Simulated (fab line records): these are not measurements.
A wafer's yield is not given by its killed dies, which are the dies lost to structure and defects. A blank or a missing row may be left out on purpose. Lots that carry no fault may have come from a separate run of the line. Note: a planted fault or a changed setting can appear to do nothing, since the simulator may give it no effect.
Split-lot study	flow n5Finfet	route with 1938 steps; 7 lots, 21 wafers read

== THE SPLIT ITSELF ==
At N5_BEOL_M13_ETCH_68 (etches SOC in N2/H2, time 355 s), the setting timeS was moved away from the recipe's 355 s on 7 of the 21 wafers read, by -21.5% to +22.1%. For the rest of the wafers, this setting stayed at what the recipe calls for.

The reading comes from the split's own step.

== THE READING ==
SiARC_of_BEOL_M13_COAT_66.thkNm (the simulator's own value, which no gauge read), in nm, at N5_BEOL_M13_ETCH_68 (etches SOC in N2/H2, time 355 s). No usual value for it is given in the file. Across the 14 wafers here that went through the recipe, the average is 77.4 nm and the standard deviation 0.6 nm.

wafer	tool, chamber at the split	timeS as run, s	against the recipe	SiARC_of_BEOL_M13_COAT_66.thkNm, nm	against lot-mates on the recipe
L076.2	rieDiel-03, 1	355	recipe	77.8	-
L076.4	rieDiel-03, 0	355	recipe	78.2	-
L076.5	rieDiel-03, 3	433.6	+22.1%	70.4	-7.6
L082.1	rieDiel-03, 0	355	recipe	78.4	-
L082.2	rieDiel-03, 3	355	recipe	78	-
L082.3	rieDiel-03, 2	384	+8.2%	75.2	-3.0
L088.4	rieDiel-06, 3	278.8	-21.5%	84.2	+7.2
L088.5	rieDiel-06, 1	355	recipe	77	-
L088.6	rieDiel-06, 0	278.8	-21.5%	84.6	+7.6
L087.2	rieDiel-06, 2	355	recipe	77.6	-
L087.3	rieDiel-06, 1	355	recipe	76.8	-
L087.6	rieDiel-06, 1	355	recipe	76.8	-
L086.2	rieDiel-05, 1	355	recipe	76.4	-
L086.5	rieDiel-05, 2	355	recipe	76.6	-
L086.6	rieDiel-05, 1	403.1	+13.5%	71.6	-4.9
L089.1	rieDiel-03, 0	355	recipe	77.8	-
L089.5	rieDiel-03, 1	355	recipe	77.8	-
L089.6	rieDiel-03, 2	355	recipe	77.4	-
L091.3	rieDiel-06, 1	388.6	+9.5%	73.2	-4.0
L091.4	rieDiel-06, 2	355	recipe	77.2	-
L091.5	rieDiel-06, 2	388.6	+9.5%	73.8	-3.4

FIT RESULTS
A straight line over all 21 wafers: SiARC_of_BEOL_M13_COAT_66.thkNm changes by -0.339 nm for each +1% of timeS; r = -0.98; the points scatter about the line by 0.66 nm.
The same after taking each lot's own level away (the mean of its wafers on the recipe; 21 wafers): -0.351 nm for each +1%; r = -1.00; scatter 0.26 nm.
Per that fit: largest timeS move, reading shift of 7.8 nm.
Across the lots, their own levels run from 76.50 to 78.20 nm, a range of 2.8 times the standard deviation given above.
Consequently the slope shifts little with the lot-to-lot level, the two slopes agreeing.
Check: for one of the wafers moved furthest among these (+22.1%), held out of the fit, the line's prediction against its lot-mates is -7.91 nm. Against them it came out at -7.6 nm.

== THE OTHER SPLITS THESE WAFERS WENT THROUGH ==
Note: prior to the reading, these wafers also went through further splits. Each is held against what the fit with the lots' levels taken away leaves over:
other split on the same wafers	wafers away from the commonest value	r with SiARC_of_BEOL_M13_COAT_66.thkNm (lot level and that fit taken away)
N5_BEOL_M11_COAT_05 spinRpm	7	-0.21
N5_BEOL_M12_PEB_08 pebTimeS	8	+0.08
N5_BEOL_M12_ETCH_59 h2FlowSccm	2	-0.17
N5_BEOL_M13_EXPOSE_25 doseMj	8	+0.10

== FILE'S OWN FIT ==
SiARC_of_BEOL_M13_COAT_66.thkNm changes by -0.351 nm for each +1% of timeS, r = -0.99.
